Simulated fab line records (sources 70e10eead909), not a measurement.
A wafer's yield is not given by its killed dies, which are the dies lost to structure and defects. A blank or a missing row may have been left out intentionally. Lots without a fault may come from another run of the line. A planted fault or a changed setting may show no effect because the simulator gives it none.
fab line records ; flow nand_harc
record: lots: 6; wafers: 18; last_day: 33
route steps=1302 shown P_GATE@175 END@1302
lots with no fault: from the same line, run without faults
start_h: the number of hours between the record's first day and the start of the first shown wafer of the lot ; wait_h: hours since the lot's step before ; " unchanged from the row above ; L1.1+2: one row covering several wafers at once ; - no value, or no start given ; * or withheld: withheld ; < > ~ a bound
route shown NAME@n: NAME is a module with steps in the file, n the number in the route of the first one ; usual: the fault-free wafers' mean and standard deviation ; same: alike in all rows ; chamber/n: place in a boat ; sites: readings site by site ; _std_site: standard deviation across them ; _edge_site: mean of outer sites minus mean of inner sites ; radius_mm: for every site, how far away it sits from the centre of the wafer ; mask NAME#n: copy n ; behind: tool/chamber where the wafer was last shaped ; hold: what put the lot on hold/how long, in hours/how the hold closed ; device: the n, p or np transistor that did not switch ; end of line: tests of these same wafers at the route's end ; step lacking rows: just its recipe ; killed: dies lost to structure and defects at the first sort, not the wafer's yield ; map: the dies of a wafer, with x for killed, . for not killed, _ for no die there
set.NAME: the setting the step ran with; set.NAME@STEP: the setting that earlier step ran with ; model.NAME: the simulator's own value behind a step, which no gauge read
lots at some steps of the route; a table a step, a row a wafer
services: when a tool's chamber went out of use (start_h, in hours from the record's first day, below 0 if earlier), for how many hours, and the reason
== steps ==
step: NHARC_P_GATE_STRIP_75
recipe: power_w: 1500; temp_c: 250; chemistry: O2
usual: drypump_motor_current_A: 5.7/0.55; heater_power_w: 342/25
lot.wafer;tool;chamber;start_h;wait_h;drypump_motor_current_A;heater_power_w;rf_hours_counter_h
L682.1;plasma_asher-02;0;121.75;0.2;6.5;356;6
L682.4;plasma_asher-02;1;121.75;0.2;5.8;376;-
L682.5;plasma_asher-02;1;121.75;0.2;5.8;371;-
L684.2;plasma_asher-02;1;138.14;0.2;5.9;382;11
L684.4;plasma_asher-02;1;138.14;0.2;5.8;365;-
L684.5;plasma_asher-02;1;138.14;0.2;5.9;369;-
L692.2;plasma_asher-01;0;220.76;0.2;5.3;303;9
L692.6;plasma_asher-01;1;220.76;0.2;5.0;324;-
L692.5;plasma_asher-01;0;220.76;0.2;5.4;305;-
L693.1;plasma_asher-02;0;226.28;0.3;6.5;352;33
L693.4;plasma_asher-02;1;226.28;0.3;5.8;362;-
L693.6;plasma_asher-02;0;226.28;0.3;6.5;365;-
L697.1;plasma_asher-01;0;274.84;0.3;5.3;308;21
L697.4;plasma_asher-01;0;274.84;0.3;5.3;313;-
L697.3;plasma_asher-01;1;274.84;0.3;5.0;328;-
L703.3;plasma_asher-02;1;328.00;0.2;5.8;364;-
L703.4;plasma_asher-02;0;328.00;0.2;6.5;368;-
L703.5;plasma_asher-02;0;328.00;0.2;6.5;365;-
step: NHARC_P_GATE_STRIP_50
recipe: time_s: 900; temp_c: 130; chemistry: SPM
step: NHARC_P_GATE_DEHYDRATE_51
recipe: temp_c: 150; time_s: 120
step: NHARC_P_GATE_HMDS_52
recipe: time_s: 30
step: NHARC_P_GATE_COAT_53
recipe: spin_rpm: 3000
step: NHARC_P_GATE_SOFTBAKE_54
recipe: temp_c: 122; time_s: 95
step: NHARC_P_GATE_EBR_55
step: NHARC_P_GATE_EXPOSE_56
recipe: na: 0.6; target_cd_nm: 720; dose_mj: 14.81; mask_id: P_PSD
step: NHARC_P_GATE_PEB_57
recipe: peb_temp_c: 118; peb_time_s: 85
step: NHARC_P_GATE_DEVELOP_58
recipe: time_s: 70
step: NHARC_P_GATE_CD_MEAS_59
recipe: target_cd_nm: 720; landing_energy_ev: 500
usual: cd_nm: 720.6/1.8
lot.wafer;tool;chamber;start_h;wait_h;cd_nm
L682.1;cd_sem-03;0;122.74;-;719.9
L682.4;cd_sem-03;0;122.74;-;722.3
L682.5;cd_sem-03;0;122.74;-;721.7
L684.2;cd_sem-02;0;139.07;-;719.9
L684.4;cd_sem-02;0;139.07;-;719.2
L684.5;cd_sem-02;0;139.07;-;719.3
L692.2;cd_sem-01;0;221.55;-;721.4
L692.5;cd_sem-01;0;221.55;-;721.7
L692.6;cd_sem-01;0;221.55;-;717.6
L693.1;cd_sem-02;0;227.21;-;718.9
L693.4;cd_sem-02;0;227.21;-;721.1
L693.6;cd_sem-02;0;227.21;-;719.9
L697.1;cd_sem-01;0;275.64;-;721.5
L697.3;cd_sem-01;0;275.64;-;722.6
L697.4;cd_sem-01;0;275.64;-;718.7
L703.3;cd_sem-02;0;328.91;-;721.1
L703.4;cd_sem-02;0;328.91;-;722.3
L703.5;cd_sem-02;0;328.91;-;718.7
step: NHARC_P_GATE_HARDBAKE_60
recipe: temp_c: 125; time_s: 80
step: NHARC_P_GATE_DESCUM_61
recipe: time_s: 3; o2_flow_sccm: 200; ar_flow_sccm: 0; bias_power_w: 0; chemistry: O2
usual: chamber_pressure_mTorr: 60.00/0.056; drypump_motor_current_A: 5.5/0.5; o2_flow_sccm: 200.1/0.62; oes_product_au: 0.994/0.01; rf_vpp_V: 57.8/0.94; run_length_s: 23.8/0.31; showerhead_plenum_p_Torr: 1.92/0.085; throttle_valve_pct: 11.312/0.009
same: bias_power_w: 0
lot.wafer;tool;chamber;start_h;wait_h;chamber_pressure_mTorr;drypump_motor_current_A;o2_flow_sccm;oes_product_au;rf_hours_counter_h;rf_vpp_V;run_length_s;showerhead_plenum_p_Torr;throttle_valve_pct
L682.1;rie_diel-12;0;122.91;-;60.01;5.6;200.6;0.995;0.8;57.2;23.3;2.05;11.295
L682.4;rie_diel-12;3;122.91;-;60.04;6.1;199.8;0.992;0.7;58.8;24.2;1.88;11.309
L682.5;rie_diel-12;0;122.91;-;59.94;5.6;200.3;0.977;-;58.1;23.9;2.05;11.318
L684.2;rie_diel-11;2;139.23;-;59.92;6.1;200.0;0.993;3.5;57.8;23.8;1.96;11.311
L684.4;rie_diel-11;1;139.23;-;60.16;5.3;199.1;0.995;3.5;57.3;23.5;1.83;11.318
L684.5;rie_diel-11;2;139.23;-;60.01;6.1;200.1;1.007;-;58.0;23.7;1.96;11.318
L692.2;rie_diel-12;1;221.72;-;59.97;6.2;199.8;0.995;6.0;57.8;23.1;1.84;11.319
L692.5;rie_diel-12;0;221.72;-;59.85;5.6;200.2;0.986;-;58.6;21.7;2.04;11.327
L692.6;rie_diel-12;1;221.72;-;59.98;6.2;200.5;1.005;-;58.1;23.2;1.84;11.306
L693.4;rie_diel-12;2;227.38;-;60.10;4.7;200.1;0.993;5.9;56.6;24.0;1.98;11.314
L693.1;rie_diel-12;0;227.38;-;59.97;5.6;200.0;0.974;6.2;59.2;21.7;2.04;11.335
L693.6;rie_diel-12;1;227.38;-;59.98;6.1;199.8;0.988;-;57.9;23.1;1.84;11.328
L697.4;rie_diel-04;0;275.80;-;60.00;5.2;200.2;0.993;5.3;57.4;23.7;1.95;11.309
L697.1;rie_diel-04;1;275.80;-;60.04;5.5;199.8;1.008;4.3;56.6;23.4;1.80;11.310
L697.3;rie_diel-04;2;275.80;-;60.06;5.8;199.7;1.008;3.6;57.1;23.9;1.79;11.313
L703.3;rie_diel-11;2;329.07;-;59.92;6.1;200.9;1.001;3.9;59.2;24.0;1.96;11.315
L703.4;rie_diel-11;3;329.07;-;60.00;5.8;200.2;0.988;5.2;58.4;23.6;1.85;11.305
L703.5;rie_diel-11;2;329.07;-;60.03;6.1;200.6;1.001;-;56.9;23.9;1.96;11.293
step: NHARC_P_GATE_IMPLANT_62
recipe: energy_kev: 20; dose_cm2: 3e+15; tilt_deg: 7
step: NHARC_END_SORT_01
recipe: temp_c: 25
usual: killed_at_array: 46/16; killed_at_other: 0.9/1.3; killed_at_periphery: 4.1/3; killed_dies: 51/17; killed_open: 3.5/1.8; killed_short: 2.5/1.8
same: gross_dies: 677
lot.wafer;tool;chamber;start_h;wait_h;killed_at_array;killed_at_other;killed_at_periphery;killed_dies;killed_open;killed_short
L692.6;prober-02;0;672.08;4.0;24;0;0;24;3;2
L697.1;prober-02;0;742.20;2.5;73;0;1;74;1;2
L697.3;prober-02;0;743.82;3.1;81;0;7;88;3;5
L697.4;prober-02;0;744.63;3.4;96;1;6;103;2;4
killed by level:class
L692.6 A_CHANNEL_HOLE_D2:chamber_film_flake=6 A_CHANNEL_HOLE_D1:chamber_film_flake=5 A_SLIT:chamber_film_flake=3 A_CONTACT:chamber_film_flake=3 A_CHANNEL_FILL_D2:geometric_particle:open=2 A_WL_FILL:geometric_particle:short=2 A_BLC:geometric_particle:open=1 A_WL_FILL:chamber_film_flake=1
L697.1 A_SLIT:chamber_film_flake=21 A_CHANNEL_HOLE_D1:chamber_film_flake=19 A_CHANNEL_HOLE_D2:chamber_film_flake=18 A_STAIRCASE:chamber_film_flake=4 A_CONTACT:chamber_film_flake=4 A_WL_FILL:chamber_film_flake=2 A_CHANNEL_FILL_D1:geometric_particle:short=1 A_M1:geometric_particle:open=1
L697.3 A_SLIT:chamber_film_flake=27 A_CHANNEL_HOLE_D1:chamber_film_flake=21 A_CHANNEL_HOLE_D2:chamber_film_flake=15 P_GATE:chamber_film_flake=4 A_WL_FILL:chamber_film_flake=4 A_CONTACT:chamber_film_flake=3 A_STAIRCASE:chamber_film_flake=2 P_GATE:geometric_particle:short=1
L697.4 A_CHANNEL_HOLE_D1:chamber_film_flake=30 A_CHANNEL_HOLE_D2:chamber_film_flake=28 A_SLIT:chamber_film_flake=19 A_CONTACT:chamber_film_flake=8 A_STAIRCASE:chamber_film_flake=5 P_GATE:chamber_film_flake=3 P_M0:geometric_particle:open=1 P_M0:geometric_particle:short=1
== services ==
tool;chamber;start_h;hours;kind
plasma_asher-01;-;128.80;2.5;repair
rie_diel-12;2;132.61;3.4;repair
rie_diel-11;3;149.74;8.9;repair
plasma_asher-01;-;156.04;1.6;repair
plasma_asher-01;-;165.00;9.0;pm
rie_diel-12;2;171.27;3.3;repair
rie_diel-04;0;176.63;23.5;repair
rie_diel-04;-;177.90;9.0;pm
rie_diel-11;1;206.31;2.0;repair
rie_diel-11;2;224.62;5.0;repair
rie_diel-04;2;235.87;5.6;repair
rie_diel-04;1;236.76;4.6;repair
rie_diel-12;2;236.78;9.8;repair
plasma_asher-02;-;249.00;9.0;pm
plasma_asher-02;0;249.00;9.0;vent_cycle
plasma_asher-02;1;249.00;9.0;vent_cycle
rie_diel-11;-;255.57;9.0;pm
plasma_asher-02;0;258.00;-;clean
plasma_asher-02;1;258.00;-;clean
rie_diel-12;-;268.52;9.0;pm
rie_diel-11;0;270.32;8.9;repair
rie_diel-04;2;298.19;2.4;repair
rie_diel-04;0;312.23;18.8;repair
rie_diel-11;0;316.61;6.7;repair
== key ==
first_sign: step: NHARC_P_GATE_DESCUM_61; reading: run_length_s; direction: down; sigmas: 6.6; usual: *; struck: *
effect none on later readings
met_at NHARC_P_GATE_DESCUM_61
struck_wafers L692.5,L693.1
tester_left_out L692,L693
onset_between 122.91 221.72
fault: kind: process_parameter_drift; tool: rie_diel-12; chamber: 0; onset_h: 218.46; steps: NHARC_P_GATE_DESCUM_61; channel: time_s; offset: *; shape: step; end_h: 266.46; acts_in: *; stated: *
tester_left_out: of these lots the tester's yield and bins aren't shown, on N5 and GAA mostly nor the transistor test; their killed dies are dies lost to structure and defects alone, not to doping, threshold or leakage, so they don't give the yield
